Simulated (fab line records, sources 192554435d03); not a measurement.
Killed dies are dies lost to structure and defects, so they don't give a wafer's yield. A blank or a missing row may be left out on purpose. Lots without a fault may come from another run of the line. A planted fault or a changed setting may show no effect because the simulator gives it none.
fab line records | flow n5_finfet
record lots=6 wafers=16 last_day=18
route steps=1938 shown SD_EPI_N@267 BEOL_M4@1111
lots that met no fault: from a run of the same line without faults
start_h: hours from the record's first day to the start of the lot's first wafer shown | wait_h: hours since the lot's step before | " the same as in the row above | L1.1+2: a row that stands for several wafers | - no value, or no start given | * or withheld: withheld | < > ~ a bound
route shown NAME@n: a module of which the file shows steps, and the number in the route of the first | usual: mean/standard deviation of fault-free wafers | same: alike in all rows | chamber/n: place in a boat | sites: the reading at each site | _std_site: their standard deviation | _edge_site: outer sites' mean less inner sites' | radius_mm: how far each site lies from the wafer's centre | mask NAME#n: copy n | behind: the tool/chamber that last shaped the wafer | hold: why the lot was held/for how many hours/how that ended | device: the transistor (n, p or np) that didn't switch | end of line: the same wafers' tests at the end of the route | a step without rows: its recipe alone | killed: dies lost to structure and defects at the first sort, not the wafer's yield | map: a wafer's dies, x killed, . not, _ none there
set.NAME: the setting as run; set.NAME@STEP: as run at that earlier step | model.NAME: the simulator's own value behind a step, which no gauge read
lots at some steps of the route; a table a step, a row a wafer
services: from which hour (start_h, from the record's first day; less than 0 if before it) a tool's chamber was out of use, for how many hours, and why
## steps
# step N5_SD_EPI_N_EXPOSE_06
# recipe mask_id=SD_N_BLK na=1.35 source_shape=conventional sigma_outer=0.8 polarization=unpolarized target_cd_nm=120 dose_mj=39.75
# step N5_SD_EPI_N_PEB_07
# recipe peb_temp_c=110 peb_time_s=60 resist=CAR-ArF-block
# step N5_SD_EPI_N_DEVELOP_08
# recipe develop_time_s=30 developer=TMAH resist=CAR-ArF-block dev_temp_c=23 rinse_liquid=diw dry=air_spin
# step N5_SD_EPI_N_CD_MEAS_09
# recipe target_cd_nm=120 landing_energy_ev=500 detector=se_inlens
# usual cd_nm=120.2/0.64
# columns lot.wafer tool chamber start_h wait_h cd_nm
L365.1 cd_sem-02 0 49.09 - 118.7
L365.2 " 0 " " 119.2
L365.3 " 0 " " 119.3
L374.1 cd_sem-01 0 103.86 - 120.5
L374.4 " 0 " " 120.1
L374.6 " 0 " " 120.1
L378.1 cd_sem-02 0 129.23 - 121.2
L378.3 " 0 " " 120.5
L378.4 " 0 " " 120.4
L383.1 cd_sem-01 0 159.19 - 121.1
L383.5 " 0 " " 120.4
L385.4 cd_sem-01 0 169.50 - 120.6
L385.5 " 0 " " 120.3
L388.1 cd_sem-02 0 186.06 - 120.1
L388.3 " 0 " " 120.3
L388.5 " 0 " " 121.0
# step N5_SD_EPI_N_OVL_MEAS_10
# recipe points_per_wafer=44
# usual SD_N_BLK_OVL=0.6/0.71
# columns lot.wafer tool chamber start_h wait_h SD_N_BLK_OVL[nm]
L365.1 overlay-01 0 49.13 0.0 0.1
L365.2 " 0 " " 1.0
L365.3 " 0 " " 0.2
L374.1 overlay-01 0 103.89 0.0 0.8
L374.4 " 0 " " 1.0
L374.6 " 0 " " 1.3
L378.1 overlay-01 0 129.26 0.0 -0.1
L378.3 " 0 " " 1.5
L378.4 " 0 " " 0.0
L383.1 overlay-02 0 159.22 0.0 0.5
L383.5 " 0 " " 1.5
L385.4 overlay-02 0 169.52 0.0 0.5
L385.5 " 0 " " -0.6
L388.1 overlay-01 0 186.09 0.0 0.7
L388.3 " 0 " " 1.6
L388.5 " 0 " " 0.7
# step N5_SD_EPI_N_INSPECT_11
# recipe mode=adi inspect_instrument=macro
# usual raw_defect_count=1.8/1.3
# columns lot.wafer tool chamber start_h wait_h raw_defect_count
L365.1 defect_inspect-01 - 49.15 0.0 2
L365.2 " - " " 0
L365.3 " - " " 1
L374.1 defect_inspect-02 - 103.92 0.0 2
L374.4 " - " " 1
L374.6 " - " " 5
L378.1 defect_inspect-02 - 129.28 0.0 4
L378.3 " - " " 1
L378.4 " - " " 1
L383.1 defect_inspect-01 - 159.24 0.0 1
L383.5 " - " " 1
L385.4 defect_inspect-02 - 169.55 0.0 4
L385.5 " - " " 0
L388.1 defect_inspect-02 - 186.12 0.0 1
L388.3 " - " " 2
L388.5 " - " " 1
# step N5_SD_EPI_N_DESCUM_14
# recipe chemistry=O2 time_s=7.9 source_power_w=50 bias_power_w=20 pressure_mtorr=20 rf_frequency_hz=2.712e+07 temp_c=40 resist=CAR-ArF-block o2_flow_sccm=225
# usual chamber_pressure_mTorr=19.998/0.016 drypump_motor_current_A=5.8/0.38 oes_product_au=0.77/0.091 rf_vpp_V=243.1/1.6 showerhead_plenum_p_Torr=2.09/0.084 throttle_valve_pct=20.37/0.24
# same time_s=7.9
# columns lot.wafer tool chamber start_h wait_h chamber_pressure_mTorr drypump_motor_current_A oes_product_au rf_hours_counter_h rf_vpp_V showerhead_plenum_p_Torr throttle_valve_pct
L365.1 rie_diel-05 3 49.18 0.0 19.976 5.7 0.74 171 242.4 2.10 20.42
L365.2 " 0 " " 19.981 6.6 0.87 58 245.5 2.21 20.38
L365.3 " 2 " " 20.019 5.1 0.67 237 241.7 1.96 20.22
L374.1 rie_diel-05 3 103.95 0.0 20.019 5.7 0.71 191 244.0 2.10 20.46
L374.4 " 0 " " 20.000 6.6 0.84 - 244.7 2.20 20.41
L374.6 " 3 " " 19.982 5.7 0.71 - 242.5 2.10 20.47
L378.1 rie_diel-03 3 129.91 0.6 19.979 5.5 0.98 2 242.1 2.08 20.48
L378.3 " 0 " " 19.998 5.8 0.71 196 244.9 2.18 20.13
L378.4 " 2 " " 20.011 5.9 0.70 220 241.7 1.98 20.24
L383.1 rie_diel-03 1 159.28 0.0 20.004 5.8 0.88 22 242.7 2.12 20.37
L383.5 " 3 " " 19.967 5.5 0.94 - 243.6 2.07 20.50
L385.4 rie_diel-03 1 169.66 0.1 19.991 5.8 0.87 26 245.5 2.12 20.37
L385.5 " 3 " " 20.002 5.5 0.92 - 241.9 2.07 20.50
L388.1 rie_diel-05 0 186.29 0.2 20.035 6.6 0.81 107 245.3 2.19 20.45
L388.3 " 1 " " 20.013 5.6 0.70 209 241.2 1.97 20.27
L388.5 " 1 " " 19.999 5.6 0.70 - 240.0 1.97 20.26
# step N5_SD_EPI_N_ETCH_34
# recipe chemistry=CF4 target=SiARC target_depth_a=455 mask_material=CAR-ArF-block time_s=75.8 ion_energy_ev=80 pressure_mtorr=40 source_w=545 bias_w=36 Ar_flow_sccm=100 cf4_flow_sccm=100 ends=cleared
# usual chamber_pressure_mTorr=40.00/0.036 drypump_motor_current_A=5.8/0.38 etch_rf_on_time_s=76.7/1.7 oes_product_au=0.66/0.077 rf_vpp_V=184.1/1.4 showerhead_plenum_p_Torr=2.14/0.078 throttle_valve_pct=15.59/0.19
# columns lot.wafer tool chamber start_h wait_h chamber_pressure_mTorr drypump_motor_current_A etch_rf_on_time_s oes_product_au rf_hours_counter_h rf_vpp_V showerhead_plenum_p_Torr throttle_valve_pct
L365.1 rie_diel-05 3 49.22 0.0 39.97 5.7 75.5 0.63 171 185.5 2.13 15.56
L365.2 " 0 " " 39.95 6.6 77.7 0.72 58 183.8 2.27 15.61
L365.3 " 2 " " 40.05 5.1 76.3 0.57 237 182.9 2.04 15.67
L374.1 rie_diel-05 3 103.99 0.0 39.99 5.7 75.3 0.62 191 185.0 2.12 15.59
L374.4 " 0 " " 40.04 6.6 77.5 0.71 - 185.8 2.26 15.64
L374.6 " 3 " " 40.00 5.7 74.9 0.62 - 184.6 2.12 15.57
L378.1 rie_diel-03 3 129.95 0.0 40.07 5.5 74.9 0.84 2 183.8 2.11 15.52
L378.3 " 0 " " 40.02 5.8 78.7 0.60 196 185.0 2.22 15.36
L378.4 " 2 " " 40.00 5.9 79.2 0.58 220 180.6 2.04 15.62
L383.1 rie_diel-03 1 159.31 0.0 40.03 5.8 77.0 0.75 23 184.7 2.17 15.50
L383.5 " 3 " " 39.98 5.5 75.2 0.80 - 183.0 2.11 15.55
L385.4 rie_diel-03 1 169.70 0.0 39.99 5.8 76.1 0.74 26 183.1 2.16 15.48
L385.5 " 3 " " 39.98 5.5 75.8 0.79 - 184.7 2.11 15.54
L388.1 rie_diel-05 0 186.33 0.0 40.07 6.6 77.6 0.68 107 184.2 2.25 15.71
L388.3 " 1 " " 40.10 5.6 78.9 0.59 209 182.8 2.03 15.61
L388.5 " 1 " " 39.96 5.6 79.0 0.58 - 183.1 2.03 15.60
# step N5_SD_EPI_N_ETCH_35
# recipe chemistry=N2/H2 target=SOC overetch_a=1080 mask_material=SiARC temp_c=40 ion_energy_ev=100 source_w=3000 bias_w=133 pressure_mtorr=20 time_s=486 n2_flow_sccm=200 h2_flow_sccm=200
# usual chamber_pressure_mTorr=19.999/0.018 drypump_motor_current_A=5.8/0.38 oes_product_au=0.69/0.078 rf_vpp_V=240.7/1.4 showerhead_plenum_p_Torr=2.53/0.1 throttle_valve_pct=23.7/0.34
# same time_s=486
# columns lot.wafer tool chamber start_h wait_h chamber_pressure_mTorr drypump_motor_current_A oes_product_au rf_hours_counter_h rf_vpp_V showerhead_plenum_p_Torr throttle_valve_pct
L365.1 rie_diel-05 3 49.27 0.0 20.009 5.7 0.66 171 241.3 2.53 23.5
L365.2 " 0 " " 20.037 6.6 0.77 58 240.3 2.70 23.9
L365.3 " 2 " " 19.988 5.1 0.60 237 238.4 2.41 24.0
L374.1 rie_diel-05 3 104.04 0.0 20.011 5.7 0.64 191 240.2 2.52 23.5
L374.4 " 0 " " 20.014 6.6 0.75 - 242.1 2.69 24.0
L374.6 " 3 " " 19.994 5.7 0.65 - 240.7 2.52 23.5
L378.1 rie_diel-03 3 130.00 0.0 19.955 5.5 0.87 2 239.3 2.47 23.5
L378.3 " 0 " " 19.972 5.8 0.65 196 241.7 2.62 23.1
L378.4 " 2 " " 20.004 5.9 0.63 220 238.1 2.39 23.4
L383.1 rie_diel-03 1 159.37 0.0 19.999 5.8 0.79 23 240.8 2.61 24.2
L383.5 " 3 " " 20.001 5.5 0.84 - 240.1 2.47 23.5
L385.4 rie_diel-03 1 169.76 0.0 19.998 5.8 0.77 26 240.3 2.61 24.2
L385.5 " 3 " " 19.997 5.5 0.83 - 241.3 2.47 23.5
L388.1 rie_diel-05 0 186.38 0.0 19.995 6.7 0.73 107 242.0 2.68 24.0
L388.3 " 1 " " 20.010 5.6 0.63 209 239.2 2.41 23.7
L388.5 " 1 " " 19.964 5.6 0.63 - 239.5 2.41 23.7
# step N5_SD_EPI_N_STRIP_36
# recipe chemistry=N2/H2 temp_c=40 n2_flow_sccm=200 h2_flow_sccm=200 rf_frequency_hz=6e+07
# step N5_SD_EPI_N_ETCHBACK_44
# recipe chemistry=CH3F/O2 mode=anisotropic_etchback target=SiNx target_depth_a=145 stop_on=SiO2 over_etch_frac=0.3 ion_energy_ev=120 pressure_mtorr=30 source_w=395 bias_w=73 Ar_flow_sccm=150 CH3F_flow_sccm=30 O2_flow_sccm=20
# usual chamber_pressure_mTorr=30.001/0.028 drypump_motor_current_A=5.8/0.38 oes_product_au=0.66/0.074 rf_vpp_V=297/6.9 showerhead_plenum_p_Torr=1.99/0.075 throttle_valve_pct=16.30/0.2
# columns lot.wafer tool chamber start_h wait_h chamber_pressure_mTorr drypump_motor_current_A oes_product_au rf_hours_counter_h rf_vpp_V showerhead_plenum_p_Torr throttle_valve_pct
L365.1 rie_diel-05 3 49.60 0.0 30.025 5.7 0.63 171 301 1.99 16.24
L365.2 " 0 " " 30.015 6.6 0.75 58 300 2.11 16.28
L365.3 " 2 " " 30.018 5.1 0.58 237 289 1.90 16.39
L374.1 rie_diel-05 3 104.37 0.0 29.962 5.7 0.61 191 301 1.98 16.28
L374.4 " 0 " " 30.025 6.6 0.73 - 300 2.11 16.33
L374.6 " 3 " " 29.984 5.7 0.62 - 301 1.98 16.28
L378.1 rie_diel-03 3 130.33 0.0 29.992 5.5 0.83 2 286 1.97 16.25
L378.3 " 0 " " 30.035 5.8 0.62 196 304 2.07 16.03
L378.4 " 2 " " 29.920 5.8 0.61 220 289 1.90 16.30
L383.1 rie_diel-03 1 159.69 0.0 30.008 5.7 0.75 23 302 2.02 16.21
L383.5 " 3 " " 30.029 5.5 0.80 - 287 1.97 16.28
L385.4 rie_diel-03 1 170.08 0.0 29.995 5.8 0.74 26 300 2.02 16.23
L385.5 " 3 " " 29.982 5.5 0.79 - 285 1.96 16.28
L388.1 rie_diel-05 0 186.71 0.0 29.985 6.6 0.69 107 299 2.10 16.37
L388.3 " 1 " " 29.987 5.6 0.60 209 301 1.89 16.35
L388.5 " 1 " " 30.014 5.6 0.60 - 301 1.89 16.35
# step N5_SD_EPI_N_ETCH_45
# recipe chemistry=CH3F/O2 target=SiOCN target_depth_a=60 mask_material=SOC ion_energy_ev=60 bias_w=29 pressure_mtorr=15 source_w=410 Ar_flow_sccm=150 CH3F_flow_sccm=30 O2_flow_sccm=20
# usual chamber_pressure_mTorr=15.002/0.014 drypump_motor_current_A=5.8/0.38 oes_product_au=0.77/0.089 rf_vpp_V=127.4/1.1 showerhead_plenum_p_Torr=1.99/0.075 throttle_valve_pct=23.23/0.25
# columns lot.wafer tool chamber start_h wait_h chamber_pressure_mTorr drypump_motor_current_A oes_product_au rf_hours_counter_h rf_vpp_V showerhead_plenum_p_Torr throttle_valve_pct
L365.1 rie_diel-05 3 49.70 0.1 15.009 5.7 0.74 172 127.8 1.98 23.09
L365.2 " 0 " " 15.000 6.6 0.86 58 129.1 2.11 23.34
L365.3 " 2 " " 14.964 5.1 0.67 237 125.0 1.89 23.36
L374.1 rie_diel-05 3 104.47 0.1 14.999 5.7 0.72 191 127.9 1.97 23.12
L374.4 " 0 " " 14.972 6.6 0.84 - 129.1 2.10 23.34
L374.6 " 3 " " 15.004 5.7 0.71 - 126.3 1.97 23.12
L378.1 rie_diel-03 3 130.43 0.1 15.006 5.5 0.96 2 127.0 1.96 23.26
L378.3 " 0 " " 14.996 5.8 0.71 196 127.8 2.06 22.83
L378.4 " 2 " " 14.978 5.9 0.69 220 127.0 1.89 23.17
L383.1 rie_diel-03 1 159.79 0.1 14.997 5.8 0.88 23 126.9 2.02 23.22
L383.5 " 3 " " 15.011 5.5 0.92 - 128.0 1.96 23.27
L385.4 rie_diel-03 1 170.18 0.1 15.012 5.8 0.87 26 128.0 2.01 23.21
L385.5 " 3 " " 15.010 5.5 0.92 - 127.1 1.96 23.30
L388.1 rie_diel-05 0 186.81 0.1 14.983 6.6 0.80 107 129.8 2.09 23.40
L388.3 " 1 " " 15.023 5.6 0.70 209 126.0 1.89 23.20
L388.5 " 1 " " 15.025 5.6 0.69 - 126.4 1.89 23.21
# step N5_SD_EPI_N_ETCH_16
# recipe chemistry=CHF3/O2 target=SiO2 target_depth_a=50 mask_material=SOC pressure_mtorr=30 source_w=650 bias_w=170 Ar_flow_sccm=200 CHF3_flow_sccm=50 O2_flow_sccm=5 ion_energy_ev=200
# usual chamber_pressure_mTorr=29.998/0.026 drypump_motor_current_A=5.8/0.38 oes_product_au=0.77/0.089 rf_vpp_V=524/12 showerhead_plenum_p_Torr=2.40/0.088 throttle_valve_pct=18.84/0.2
# columns lot.wafer tool chamber start_h wait_h chamber_pressure_mTorr drypump_motor_current_A oes_product_au rf_hours_counter_h rf_vpp_V showerhead_plenum_p_Torr throttle_valve_pct model.etch.depth_nm model.SiARC_of_SD_EPI_N_COAT_33.thk_nm
L365.1 rie_diel-05 3 49.80 0.1 30.023 5.7 0.74 172 531 2.39 18.78 4.99 12.2
L365.2 " 0 " " 30.017 6.6 0.86 58 528 2.54 18.85 4.931 12.6
L365.3 " 2 " " 29.974 5.1 0.67 237 510 2.30 18.92 4.922 12.6
L374.1 rie_diel-05 3 104.57 0.1 29.984 5.7 0.72 191 532 2.39 18.81 4.973 12.2
L374.4 " 0 " " 30.002 6.6 0.84 - 528 2.53 18.86 4.925 13
L374.6 " 3 " " 30.004 5.7 0.72 - 531 2.39 18.81 4.963 12.2
L378.1 rie_diel-03 3 130.53 0.1 29.944 5.5 0.98 2 504 2.37 18.84 5.027 12.6
L378.3 " 0 " " 29.983 5.8 0.72 196 534 2.49 18.57 4.909 13.2
L378.4 " 2 " " 30.035 5.9 0.70 220 509 2.29 18.82 4.868 13.6
L383.1 rie_diel-03 1 159.89 0.1 30.018 5.8 1.06 23 532 2.44 18.89 6.641 11.4
L383.5 " 3 " " 30.015 5.5 1.13 - 504 2.37 18.88 6.633 11.8
L385.4 rie_diel-03 1 170.28 0.1 29.972 5.7 0.87 26 530 2.44 18.84 4.985 12.4
L385.5 " 3 " " 30.026 5.5 1.12 - 505 2.37 18.89 6.61 11.4
L388.1 rie_diel-05 0 186.91 0.1 30.005 6.6 0.80 107 529 2.52 18.90 4.902 12.8
L388.3 " 1 " " 30.044 5.6 0.69 210 531 2.29 18.86 4.902 13
L388.5 " 1 " " 30.036 5.6 0.70 - 531 2.29 18.86 4.928 13
# step N5_SD_EPI_N_STRIP_47
# recipe chemistry=CHF3/O2 resist=SiARC rf_frequency_hz=6e+07
# step N5_BEOL_M4_RC_MEAS_101
# usual DIBL_N=36.5/1.8 DIBL_P=36.5/2.1 IOFF_N=0.17/0.031 IOFF_P=0.22/0.036 ION_N=677/11 ION_P=463/8 SS_N=71.6/0.61 SS_P=73.3/0.63 VT_N=249/3.1 VT_P=-250/3.3
# columns lot.wafer tool chamber start_h wait_h DIBL_N[mV/V] DIBL_P[mV/V] IOFF_N[nA/um] IOFF_P[nA/um] ION_N[uA/um] ION_P[uA/um] SS_N[mV/dec] SS_P[mV/dec] VT_N[mV] VT_P[mV]
L365.1 prober-02 0 166.08 0.0 35.4 36.4 0.16 0.21 671 458 71.1 73.3 247 -250
L365.2 " 0 " " 34.7 34.5 0.16 0.18 685 461 71.2 72.8 249 -253
L365.3 " 0 " " 36.0 36.8 0.18 0.22 684 462 71.1 74.0 251 -248
L374.1 prober-01 0 219.75 0.0 38.3 39.2 0.22 0.29 689 474 72.2 74.2 244 -244
L374.4 " 0 " " 33.3 33.0 0.13 0.19 671 466 70.1 72.8 250 -251
L374.6 " 0 " " 34.6 34.4 0.15 0.21 672 467 71.2 72.5 251 -248
L378.1 prober-02 0 247.44 0.0 38.2 39.1 0.18 0.22 683 463 71.7 74.0 247 -251
L378.3 " 0 " " 36.5 37.7 0.17 0.20 686 466 71.3 72.8 247 -253
L378.4 " 0 " " 37.4 38.5 0.19 0.22 699 468 71.8 74.9 246 -252
L383.1 prober-02 0 277.34 0.0 40.0 39.8 0.21 0.25 674 458 72.4 74.4 246 -246
L383.5 " 0 " " 38.7 38.6 0.17 0.23 680 468 72.4 73.4 249 -248
L385.4 prober-01 0 306.71 0.5 33.4 34.9 0.12 0.18 671 459 70.6 73.5 251 -253
L385.5 " 0 " " 32.7 33.4 0.10 0.15 654 449 70.1 72.2 256 -256
L388.1 prober-01 0 335.04 0.0 37.1 36.0 0.16 0.22 670 465 72.0 72.9 251 -249
L388.3 " 0 " " 36.2 33.9 0.13 0.18 651 451 72.0 72.9 257 -254
L388.5 " 0 " " 37.2 35.9 0.16 0.22 662 454 71.3 73.5 252 -250
## services
# columns tool chamber start_h hours kind
rie_diel-05 - 34.27 1.2 repair
rie_diel-03 3 39.36 40.4 repair
rie_diel-03 1 79.73 - clean
rie_diel-03 1 79.73 - consumable_replace:focus_ring
rie_diel-03 1 79.73 17.7 scheduled_down
rie_diel-03 1 79.73 17.7 vent_cycle
rie_diel-05 2 91.55 11.1 repair
rie_diel-03 3 102.45 - clean
rie_diel-03 3 102.45 - consumable_replace:focus_ring
rie_diel-03 3 102.45 19.2 scheduled_down
rie_diel-03 3 102.45 19.2 vent_cycle
rie_diel-05 2 102.69 - clean
rie_diel-05 2 102.69 - consumable_replace:focus_ring
rie_diel-05 2 102.69 - consumable_replace:showerhead
rie_diel-05 2 102.69 17.7 scheduled_down
rie_diel-05 2 102.69 17.7 vent_cycle
rie_diel-03 - 118.04 2.8 pm
rie_diel-05 0 166.50 3.8 repair
rie_diel-05 3 168.28 4.5 repair
## key
first_sign step=N5_SD_EPI_N_ETCH_16 reading=oes_product_au direction=up sigmas=3.7 usual=0.77 struck=1.10
effect none on later readings
model_effect step=N5_SD_EPI_N_ETCH_16 value=etch.depth_nm without=4.996 struck=6.628
met_at N5_SD_EPI_N_ETCH_16
struck_wafers L383.1,L383.5,L385.5
onset_between 130.53 159.89
fault kind=process_parameter_drift tool=rie_diel-03 chamber=- onset_h=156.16 steps=N5_SD_EPI_N_ETCH_16 channel=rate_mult offset=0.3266 shape=step end_h=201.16 scope=struck_wafers_only
